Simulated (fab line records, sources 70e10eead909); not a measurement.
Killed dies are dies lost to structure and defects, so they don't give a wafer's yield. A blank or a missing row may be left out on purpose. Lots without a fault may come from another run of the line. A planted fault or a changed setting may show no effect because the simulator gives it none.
Chamber matching | flow nand_harc | NHARC_A_M0_STRIP_18 on rie_diel-07: 4 sister chambers
The step strips in N2/H2. 4 wafers are shown with their chamber, then 12 later ones without.

WAFERS WITH THEIR CHAMBER
wafer  | chamber | drypump_motor_current_A (A)
L089.4 | 0       | 6.0
L090.3 | 2       | 5.2
L090.4 | 1       | 6.0
L090.6 | 3       | 5.0

WAFERS WITHOUT THEIR CHAMBER
wafer  | drypump_motor_current_A (A)
L092.3 | 6.1
L092.4 | 5.9
L092.5 | 5.0
L095.2 | 5.0
L095.5 | 6.0
L095.6 | 6.0
L093.2 | 6.1
L093.3 | 5.2
L093.5 | 5.2
L094.1 | 5.2
L094.4 | 5.9
L094.6 | 6.0

WHICH CHAMBER EACH WENT THROUGH
wafer  | from the rows above     | in truth
L092.3 | can't be placed: 0 or 1 | 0
L092.4 | can't be placed: 0 or 1 | 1
L092.5 | 3                       | 3
L095.2 | 3                       | 3
L095.5 | can't be placed: 0 or 1 | 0
L095.6 | can't be placed: 0 or 1 | 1
L093.2 | can't be placed: 0 or 1 | 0
L093.3 | 2                       | 2
L093.5 | 2                       | 2
L094.1 | 2                       | 2
L094.4 | can't be placed: 0 or 1 | 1
L094.6 | can't be placed: 0 or 1 | 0
Placed correctly: 5 of 12. Can't be placed from these rows: 7 (the true chamber is among the candidates in 7). Placed wrongly: 0.
How it was worked out, from the rows above alone: a wafer's distance from a chamber is the root of the sum, over the readings, of the square of ((its reading less the chamber's mean) divided by the reading's scatter). The wafer belongs to the nearest chamber; if the next one is less than 2 further off, it can't be placed. A chamber's mean is the mean of its shown wafers. The scatter: with one shown wafer a chamber, the root of the mean of the squares of how far each hidden wafer lies from its nearest shown one.
